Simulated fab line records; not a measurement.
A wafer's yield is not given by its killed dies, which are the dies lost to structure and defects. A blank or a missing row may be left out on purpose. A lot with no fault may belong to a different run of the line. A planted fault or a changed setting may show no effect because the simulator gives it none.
8D (eight disciplines) problem report, filled in by code ; flow n5_finfet ; the parts of the form that need people (team, actions taken, sign-off) are left out

== 1. PROBLEM STATEMENT ==
Wafers without a fault read 1499.8 rpm, standard deviation 1; spin_speed_rpm at N5_GATE_CUT_COAT_34 reads a mean of 1410.5 rpm on 9 wafers belonging to 3 lots. Measured from the usual mean, that is -89 standard deviations.
The step: time 60 s, resist thk 60 nm.
First seen on wafer L794.1, day 7 04:26, on litho_track-01. Wafers with a number at this step in the record: 30, from 10 lots. By rule, "out" or "out of limits" means more than 4 standard deviations away from the usual mean. Any other wafer with a number is counted as sound.

== 2. WHAT IT IS, AND WHAT IT ISN'T ==
question;is;is not
which readings at this step;spin_speed_rpm;-
which lots;L794, L797, L798;L788, L790, L792, L796, L802, L804, L805
which wafers of those lots;all that have a number;-
read on which tools;litho_track-01;litho_track-03, litho_track-04
when;from day 7 04:26;"up to then (9 sound wafers); but 12 sound wafers of L796, L802, L804, L805 came after"

== 3. SUSPECTS, AND WHAT RULES EACH OUT ==
Counting: a tool at a process step up to the reading stays a suspect if it ran every lot that is out and no sound lot after the first of them.
- litho_track-01 at N5_GATE_CUT_COAT_34 (time 60 s, resist thk 60 nm): kept. It ran every lot that is out, first L794 (day 7 04:26), and no sound lot after that; its last sound lot up to then is L792 (day 6 15:29). Its own readings are out on those wafers: spin_speed_rpm.
After counting, what remains is litho_track-01 at N5_GATE_CUT_COAT_34.

== 4. THE CAUSE (what the simulator had put in) ==
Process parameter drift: litho_track-01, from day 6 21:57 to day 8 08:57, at N5_GATE_CUT_COAT_34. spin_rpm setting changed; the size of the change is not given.
The count eliminated every tool but this one.

== 5. THE CHAIN OF EFFECTS, in route order ==
Each row: a reading where the mean over the struck wafers with a number is more than 3 standard deviations away from the usual. Only readings whose record carries a usual standard deviation are examined. hours: median over the lots of the time between each lot's start at the first step of this table that gives one and its start at this step. sigmas: the change, counted in usual standard deviations.
hours;step;reading;usual;on struck wafers;change;sigmas
0;N5_GATE_CUT_COAT_34;spin_speed_rpm;1499.8 rpm;1410.5;-89.3;-89
Here are the process steps it includes:
- N5_GATE_CUT_COAT_34: time 60 s, resist thk 60 nm.
Later steps that measure or inspect, where all struck wafers having a row at the step show a number for every such reading and not one has moved that far: N5_GATE_CUT_CD_MEAS_13, N5_BEOL_M4_RC_MEAS_101.

== 6. HOW IT WOULD HAVE BEEN CAUGHT EARLIER ==
The fault began at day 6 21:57; the first out-of-limits reading in this record came at day 7 04:26, 6 hours later.
